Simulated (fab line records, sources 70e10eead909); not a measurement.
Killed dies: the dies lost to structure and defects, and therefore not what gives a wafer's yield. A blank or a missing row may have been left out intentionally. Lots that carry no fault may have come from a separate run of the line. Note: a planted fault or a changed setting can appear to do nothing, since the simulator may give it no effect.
Which tool did it? ; flow nand_harc ; 13 lots with 39 wafers sampled at 5 steps, on a route of 1302 steps

WHAT THE GAUGES SHOWED, per wafer
NHARC_P_CONTACT_INSPECT_14. Usual: raw_defect_count reads 4.3 (standard deviation 2.7).
lot;measured;on;raw_defect_count;flag
L350;day 6 02:29;defect_inspect-01;5 4 4;
L349;day 6 03:14;defect_inspect-02;6 3 2;
L351;day 6 16:56;defect_inspect-02;1 1 1;
L357;day 9 09:07;defect_inspect-01;1 2 2;
L360;day 10 13:16;defect_inspect-01;4 8 4;
L365;day 12 19:49;defect_inspect-02;3 1 3;
L366;day 13 04:04;defect_inspect-01;4 4 7;
L367;day 13 09:30;defect_inspect-01;2 4 1;
L368;day 13 21:47;defect_inspect-02;2 3 3;
L370;day 14 12:57;defect_inspect-02;4 8 2;
L369;day 14 13:25;defect_inspect-01;4 2 5;
L371;day 14 21:59;defect_inspect-02;12 9 13;
L372;day 15 07:38;defect_inspect-01;1 2 2;

NHARC_END_SORT_01. Usual: defect_limited_yield is 91 % with standard deviation 3.2, killed_at_array is 58 with standard deviation 22, killed_at_other is 1.0 with standard deviation 1.3, killed_at_periphery is 5 with standard deviation 3.4, killed_dies is 64 with standard deviation 22, killed_open is 3.6 with standard deviation 1.8, and killed_short is 2.4 with standard deviation 1.7.
lot;measured;on;defect_limited_yield (%);killed_at_array;killed_at_other;killed_at_periphery;killed_dies;killed_open;killed_short;flag
L357;day 27 23:46;prober-01;90 92 93;62 50 45;0 2 0;3 2 3;65 54 48;5 5 2;1 4 0;
L360;day 28 19:41;prober-01;94 94 93;32 34 43;1 0 0;5 7 4;38 41 47;5 4 4;2 2 0;
L365;day 30 22:19;prober-01;87 88 86;74 78 90;6 0 2;6 1 5;86 79 97;3 5 4;4 4 2;
L366;day 31 03:25;prober-02;88 87 90;66 80 64;1 0 0;11 8 6;78 88 70;3 8 3;1 0 3;
L367;day 32 06:52;prober-01;90 90 92;60 57 47;4 0 3;4 8 1;68 65 51;4 4 1;3 2 2;
L368;day 32 06:04;prober-02;87 88 89;87 71 67;0 1 1;3 8 9;90 80 77;5 4 4;1 0 4;

EACH LOT AND THE TOOL THAT RAN IT (in order: tool; ch and the chambers of the sampled wafers; start)
lot;NHARC_P_CONTACT_ETCH_31;NHARC_P_M0_PRE_CLEAN_31;NHARC_P_M1_DEP_00
L350;rie_diel-03 ch 0,2,3, day 6 09:18 or earlier;pecvd-01 ch 0,2, day 6 09:18;pecvd-04 ch 0,1,2, day 6 09:50
L349;rie_diel-09 ch 0,2,3, day 6 10:02 or earlier;pecvd-03 ch 1,2, day 6 10:02;pecvd-03 ch 0,1,2, day 6 10:28
L351;rie_diel-09 ch 1,2, day 6 23:56 or earlier;pecvd-03 ch 0,1,2, day 6 23:56;pecvd-01 ch 0,1,2, day 7 00:28
L357;rie_diel-09 ch 1,3, day 9 16:38 or earlier;pecvd-04 ch 1, day 9 16:38;pecvd-01 ch 1,2, day 9 17:17
L360;rie_diel-03 ch 0,2,3, day 10 20:43 or earlier;pecvd-04 ch 0,1, day 10 20:43;pecvd-01 ch 1,2, day 10 21:14
L365;rie_diel-07 ch 0,1,3, day 13 02:49 or earlier;pecvd-04 ch 0,2, day 13 02:49;pecvd-03 ch 0,2, day 13 03:17
L366;rie_diel-03 ch 0,3, day 13 10:46 or earlier;pecvd-04 ch 0,1, day 13 10:46;pecvd-03 ch 0,1, day 13 11:18
L367;rie_diel-03 ch 2,3, day 13 16:23 or earlier;pecvd-03 ch 1,2, day 13 16:23;pecvd-04 ch 0,1,2, day 13 16:55
L368;rie_diel-07 ch 1,2,3, day 14 04:31 or earlier;pecvd-03 ch 0,2, day 14 04:31;pecvd-03 ch 0,1, day 14 05:01
L370;rie_diel-07 ch 0,2,3, day 14 19:54 or earlier;pecvd-01 ch 0,1,2, day 14 19:54;pecvd-04 ch 0,2, day 14 20:23
L369;rie_diel-03 ch 2,3, day 14 20:10 or earlier;pecvd-03 ch 0,1, day 14 20:10;pecvd-03 ch 1,2, day 14 20:41
L371;rie_diel-09 ch 0,1, day 15 05:40 or earlier;pecvd-03 ch 1,2, day 15 05:40;pecvd-04 ch 0,2, day 15 06:07
L372;rie_diel-07 ch 1,3, day 15 14:23 or earlier;pecvd-01 ch 0,1,2, day 15 14:23;pecvd-04 ch 0,1, day 15 14:53
- NHARC_P_CONTACT_ETCH_31: etches the open film in CH3F/O2, target depth 30 nm, time 85.7 s.
- NHARC_P_M0_PRE_CLEAN_31: time 12 s.
- NHARC_P_M1_DEP_00: deposits SiOC, target thk 182.5 nm.

AS READ BY THE TOOLS THEMSELVES (means over the sampled wafers that have a number; for cases with no such wafer, the mark the record gives instead)
NHARC_P_CONTACT_ETCH_31. Usual: drypump_motor_current_A 5.8 A, standard deviation 0.4; oes_product_au 0.978 a.u., standard deviation 0.015; rf_fwd_power_W 496.3 W, standard deviation 1.7; rf_vpp_V 244.8 V, standard deviation 1.9; showerhead_plenum_p_Torr 2.50 Torr, standard deviation 0.12; throttle_valve_pct 20.662 %, standard deviation 0.0094.
lot;tool;drypump_motor_current_A (A);oes_product_au (a.u.);rf_fwd_power_W (W);rf_vpp_V (V);showerhead_plenum_p_Torr (Torr);throttle_valve_pct (%);flag
L350;rie_diel-03;6.0;0.991;495.5;245.4;2.54;20.659;
L349;rie_diel-09;5.9;0.963;496.5;244.1;2.42;20.666;
L351;rie_diel-09;5.8;0.986;497.2;246.1;2.58;20.670;
L357;rie_diel-09;6.3;0.941;495.7;244.6;2.46;20.661;
L360;rie_diel-03;6.0;0.985;495.9;245.9;2.54;20.657;
L365;rie_diel-07;5.7;0.979;497.9;246.1;2.54;20.665;
L366;rie_diel-03;5.7;0.973;496.4;244.9;2.52;20.665;
L367;rie_diel-03;6.4;0.983;495.7;245.5;2.53;20.672;
L368;rie_diel-07;5.7;0.978;494.8;243.0;2.43;20.657;
L370;rie_diel-07;5.7;0.985;495.7;245.2;2.51;20.667;
L369;rie_diel-03;6.4;0.988;496.4;245.2;2.53;20.667;
L371;rie_diel-09;5.7;0.974;495.0;245.1;2.50;20.662;
L372;rie_diel-07;5.7;0.989;497.2;243.8;2.46;20.664;

NHARC_P_M0_PRE_CLEAN_31. Usual: heater_power_w 652 W, standard deviation 75; rf_fwd_power_W 292.5 W, standard deviation 0.92.
lot;tool;heater_power_w (W);rf_fwd_power_W (W);flag
L350;pecvd-01;656;292.5;
L349;pecvd-03;728;292.9;
L351;pecvd-03;676;292.7;
L357;pecvd-04;545;292.8;
L360;pecvd-04;543;292.4;
L365;pecvd-04;728;292.0;
L366;pecvd-04;535;292.2;
L367;pecvd-03;663;292.3;
L368;pecvd-03;640;292.1;
L370;pecvd-01;670;292.0;
L369;pecvd-03;663;292.2;
L371;pecvd-03;637;293.2;
L372;pecvd-01;624;293.0;

NHARC_P_M1_DEP_00. Usual: rf_fwd_power_W reads 599.0 W (standard deviation 1.8).
lot;tool;rf_fwd_power_W (W);flag
L350;pecvd-04;597.8;
L349;pecvd-03;599.2;
L351;pecvd-01;601.0;
L357;pecvd-01;503.4;OFF
L360;pecvd-01;504.5;OFF
L365;pecvd-03;598.7;
L366;pecvd-03;599.1;
L367;pecvd-04;600.9;
L368;pecvd-03;600.2;
L370;pecvd-04;597.7;
L369;pecvd-03;598.3;
L371;pecvd-04;598.7;
L372;pecvd-04;596.9;

THE ANSWER, worked out from the rows above alone
Rule: a lot is off if the mean of its wafers that have a number lies more than 3 standard deviations from the usual mean. A lot without any number at a reading at which 4 lots or more have one is off too. Any other lot the step has rows for is counted as sound. First the gauges in route order, then the tools' own readings, where a lot's mean is used as printed above. The first step at which some lot is off is used, and at that step the reading that is off furthest; a lot without a number counts as furthest.
Off: L357, L360, at NHARC_P_M1_DEP_00 (rf_fwd_power_W).
If a tool, at that step or one of the process steps before it, ran each lot that is off and ran no sound lot following the first of them, it fits. Because NHARC_P_CONTACT_ETCH_31 lacks a start for some lots, the hours and order of its lots are taken from NHARC_P_M0_PRE_CLEAN_31. One fits: pecvd-01 at NHARC_P_M1_DEP_00. A fault onset in the window from L351 (day 7 00:28, its last sound lot) to L357 (day 9 17:17, its first lot off) fits.
The tool's own readings at NHARC_P_M1_DEP_00 bear it out: on the lots that are off they differ by more than 5 times the standard deviation of the sound lots' means. rf_fwd_power_W reads 503.9 W there against 599.0 W on the sound lots.

WHAT THE SIMULATOR HAD PUT IN
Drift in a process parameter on pecvd-01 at NHARC_P_M1_DEP_00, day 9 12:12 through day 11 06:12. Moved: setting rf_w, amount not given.
Shown lots that were struck: L357, L360. The same result came from the rule above.
